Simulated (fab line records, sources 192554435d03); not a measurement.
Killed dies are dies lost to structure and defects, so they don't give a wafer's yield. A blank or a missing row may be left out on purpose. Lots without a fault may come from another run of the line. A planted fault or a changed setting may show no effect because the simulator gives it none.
Which tool did it? | flow n5_finfet | 10 lots, 29 wafers sampled, at 4 steps of a route of 1938

WHAT THE GAUGES READ, wafer by wafer
The record holds no reading of a measuring or inspecting step that can be judged against a usual standard deviation.

WHICH TOOL RAN EACH LOT (tool, then ch and the chambers of the sampled wafers, then the start)
lot  | N5_MOL_CONTACT_COAG_ETCH_59        | N5_MOL_CONTACT_COAG_ETCH_15        | N5_MOL_CONTACT_COAG_ALD_20         | N5_MOL_CONTACT_COAG_ALD_27
L655 | rie_diel-03 ch 1,2,3, day 4 20:08  | rie_diel-03 ch 1,2,3, day 4 20:19  | ald_metal-01 ch 1,2, day 4 21:39   | ald_sin-02 ch 1,2, day 5 04:28
L656 | rie_diel-01 ch 0,1,3, day 5 09:28  | rie_diel-01 ch 0,1,3, day 5 09:39  | ald_metal-03 ch 1,2,3, day 5 10:29 | ald_sin-02 ch 0,1, day 5 15:05
L659 | rie_diel-05 ch 1,2, day 6 01:40    | rie_diel-05 ch 1,2, day 6 01:50    | ald_metal-03 ch 0,2,3, day 6 03:14 | ald_sin-03 ch 0,3, day 6 07:36
L661 | rie_diel-05 ch 0,1,2, day 6 13:23  | rie_diel-05 ch 0,1,2, day 6 13:34  | ald_metal-04 ch 2,3, day 6 14:20   | ald_sin-03 ch 2,3, day 6 21:12
L663 | rie_diel-01 ch 1,2,3, day 7 00:41  | rie_diel-01 ch 1,2,3, day 7 00:52  | ald_metal-01 ch 0,1,2, day 7 01:48 | ald_sin-02 ch 0,1,2, day 7 07:16
L665 | rie_diel-05 ch 1,2,3, day 7 19:13  | rie_diel-05 ch 1,2,3, day 7 19:23  | ald_metal-03 ch 0,1, day 7 20:49   | ald_sin-02 ch 0,1, day 8 03:59
L666 | rie_diel-05 ch 0,1, day 7 23:32    | rie_diel-05 ch 0,1, day 7 23:43    | ald_metal-04 ch 1,2, day 8 02:21   | ald_sin-02 ch 1,2,3, day 8 07:55
L670 | rie_diel-03 ch 0,1,3, day 8 17:59  | rie_diel-03 ch 0,1,3, day 8 18:10  | ald_metal-01 ch 1,2, day 8 18:58   | ald_sin-02 ch 2,3, day 8 23:58
L672 | rie_diel-05 ch 0,1, day 9 02:29    | rie_diel-05 ch 0,1, day 9 02:40    | ald_metal-01 ch 0,1, day 9 04:24   | ald_sin-02 ch 0,2, day 9 09:42
L677 | rie_diel-05 ch 0,1,3, day 10 08:14 | rie_diel-05 ch 0,1,3, day 10 08:25 | ald_metal-03 ch 0,1, day 10 10:08  | ald_sin-04 ch 1,2,3, day 10 16:08
- N5_MOL_CONTACT_COAG_ETCH_59: etches underlayer in N2/H2, target depth 13 nm, time 10.4 s.
- N5_MOL_CONTACT_COAG_ETCH_15: etches SiNx in CH3F/O2, stops on Si:P, target depth 7 nm.
- N5_MOL_CONTACT_COAG_ALD_20: deposits TiN, target thk 1.5 nm, pulse time 1 s, purge time 3 s.
- N5_MOL_CONTACT_COAG_ALD_27: deposits SiOC, target thk 17 nm, pulse time 1.5 s, time 2720 s.

WHAT THE TOOLS THEMSELVES READ (means of the sampled wafers that have a number; where no wafer has one, the mark that the record gives instead)
N5_MOL_CONTACT_COAG_ETCH_59.
lot  | tool        | drypump_motor_current_A (A) | etch_rf_on_time_s (s) | n2_flow_sccm (sccm) | oes_product_au (a.u.) | rf_vpp_V (V) | showerhead_plenum_p_Torr (Torr) | throttle_valve_pct (%)
L655 | rie_diel-03 | 6.2                         | 10.50                 | 200.4               | 0.67                  | 525.6        | 2.59                            | 17.71
L656 | rie_diel-01 | 5.6                         | 10.65                 | 200.2               | 0.64                  | 524.8        | 2.59                            | 17.62
L659 | rie_diel-05 | 6.3                         | 10.38                 | 200.2               | 0.61                  | 523.4        | 2.53                            | 18.00
L661 | rie_diel-05 | 5.9                         | 10.54                 | 200.0               | 0.61                  | 524.0        | 2.56                            | 17.98
L663 | rie_diel-01 | 5.5                         | 10.50                 | 200.3               | 0.67                  | 524.8        | 2.61                            | 17.64
L665 | rie_diel-05 | 5.9                         | 10.64                 | 200.0               | 0.61                  | 523.0        | 2.52                            | 18.01
L666 | rie_diel-05 | 5.5                         | 10.72                 | 200.0               | 0.60                  | 525.4        | 2.58                            | 17.98
L670 | rie_diel-03 | 6.1                         | 10.27                 | 199.8               | 0.71                  | 525.1        | 2.53                            | 17.55
L672 | rie_diel-05 | 5.7                         | 10.62                 | 200.1               | 0.59                  | 525.1        | 2.55                            | 17.99
L677 | rie_diel-05 | 5.6                         | 10.64                 | 200.3               | 0.67                  | 524.4        | 2.55                            | 17.89

N5_MOL_CONTACT_COAG_ETCH_15.
lot  | tool        | drypump_motor_current_A (A) | oes_o_777_au (a.u.) | oes_product_au (a.u.) | rf_vpp_V (V) | showerhead_plenum_p_Torr (Torr) | throttle_valve_pct (%)
L655 | rie_diel-03 | 6.2                         | 0.78                | 0.58                  | 296.4        | 2.04                            | 16.25
L656 | rie_diel-01 | 5.6                         | 0.76                | 0.56                  | 297.1        | 2.03                            | 16.11
L659 | rie_diel-05 | 6.3                         | 0.72                | 0.53                  | 293.4        | 1.99                            | 16.45
L661 | rie_diel-05 | 5.9                         | 0.72                | 0.53                  | 295.0        | 2.01                            | 16.43
L663 | rie_diel-01 | 5.5                         | 0.79                | 0.59                  | 297.6        | 2.05                            | 16.10
L665 | rie_diel-05 | 6.0                         | 0.72                | 0.52                  | 293.8        | 1.98                            | 16.48
L666 | rie_diel-05 | 5.5                         | 0.72                | 0.53                  | 295.4        | 2.03                            | 16.44
L670 | rie_diel-03 | 6.1                         | 0.83                | 0.60                  | 294.8        | 2.00                            | 16.15
L672 | rie_diel-05 | 5.7                         | 0.71                | 0.52                  | 296.9        | 2.01                            | 16.45
L677 | rie_diel-05 | 5.6                         | 0.79                | 0.59                  | 295.0        | 2.00                            | 16.34

N5_MOL_CONTACT_COAG_ALD_20.
lot  | tool         | chamber_pressure_Torr (Torr) | heater_power_outer_w (W) | heater_power_w (W) | precursor_pulse_height_rel
L655 | ald_metal-01 | 2.993                        | 488                      | 848                | 0.979
L656 | ald_metal-03 | 3.000                        | 515                      | 874                | 0.989
L659 | ald_metal-03 | 2.999                        | 504                      | 852                | 1.016
L661 | ald_metal-04 | 2.992                        | 575                      | 925                | 0.988
L663 | ald_metal-01 | 3.005                        | 520                      | 887                | 1.001
L665 | ald_metal-03 | 3.003                        | 551                      | 920                | 1.000
L666 | ald_metal-04 | 3.001                        | 625                      | 986                | 0.981
L670 | ald_metal-01 | 3.007                        | 501                      | 857                | 0.995
L672 | ald_metal-01 | 3.001                        | 556                      | 950                | 1.005
L677 | ald_metal-03 | 2.997                        | 555                      | 925                | 1.012

N5_MOL_CONTACT_COAG_ALD_27.
lot  | tool       | chamber_pressure_Torr (Torr) | heater_power_outer_w (W) | heater_power_w (W) | precursor_pulse_height_rel | run_length_s (s)
L655 | ald_sin-02 | 2.000                        | 615                      | 992                | 0.989                      | 2770.3
L656 | ald_sin-02 | 1.999                        | 481                      | 823                | 1.011                      | 2769.5
L659 | ald_sin-03 | 2.000                        | 525                      | 866                | 1.004                      | 2770.0
L661 | ald_sin-03 | 2.005                        | 520                      | 846                | 1.000                      | 2769.7
L663 | ald_sin-02 | 1.998                        | 543                      | 900                | 0.989                      | 2769.7
L665 | ald_sin-02 | 1.998                        | 480                      | 818                | 0.996                      | 2769.6
L666 | ald_sin-02 | 1.995                        | 574                      | 901                | 0.995                      | 2674.0
L670 | ald_sin-02 | 1.998                        | 590                      | 932                | 0.985                      | 2673.9
L672 | ald_sin-02 | 2.006                        | 584                      | 954                | 0.994                      | 2482.4
L677 | ald_sin-04 | 1.997                        | 501                      | 793                | 1.005                      | 2769.6

THE ANSWER, worked out from the rows above alone
Rule: what is usual is taken from the lots themselves. Put in order of their means at a reading, lots are off if they are a third of the lots or fewer, leave a main group of 4 or more, and stand apart from it by a gap of 3 or more times the standard deviation of the main group's means; of several such gaps the widest counts. A main group whose means are all the same, to the digits that the tables above print for the reading, isn't used. A lot without any number at a reading at which 4 lots or more have one is off too. The other lots that the step has rows for count as sound. The gauges are gone through in route order, then the tools' own readings, and for those a lot's mean is taken as printed above. The first step at which some lot is off is used, and at that step the reading that is off furthest; a lot without a number counts as furthest.
Off: L666, L670, L672, at N5_MOL_CONTACT_COAG_ALD_27 (run_length_s). The main group: mean 2769.8 s, standard deviation 0.26.
A tool fits if, at that step or a process step before it, it ran every lot that is off, and no sound lot after the first of them. One fits: ald_sin-02 at N5_MOL_CONTACT_COAG_ALD_27. Its last sound lot is L665 (day 8 03:59), its first lot that is off L666 (day 8 07:55): a fault that began between those two fits.
The tool's own readings at N5_MOL_CONTACT_COAG_ALD_27 bear it out: on the lots that are off they differ by more than 5 times the standard deviation of the sound lots' means. run_length_s reads 2610.1 s there against 2769.8 s on the sound lots.

WHAT THE SIMULATOR HAD PUT IN
Process parameter drift: ald_sin-02, from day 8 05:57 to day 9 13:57, at N5_MOL_CONTACT_COAG_ALD_27. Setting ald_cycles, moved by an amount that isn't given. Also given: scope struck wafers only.
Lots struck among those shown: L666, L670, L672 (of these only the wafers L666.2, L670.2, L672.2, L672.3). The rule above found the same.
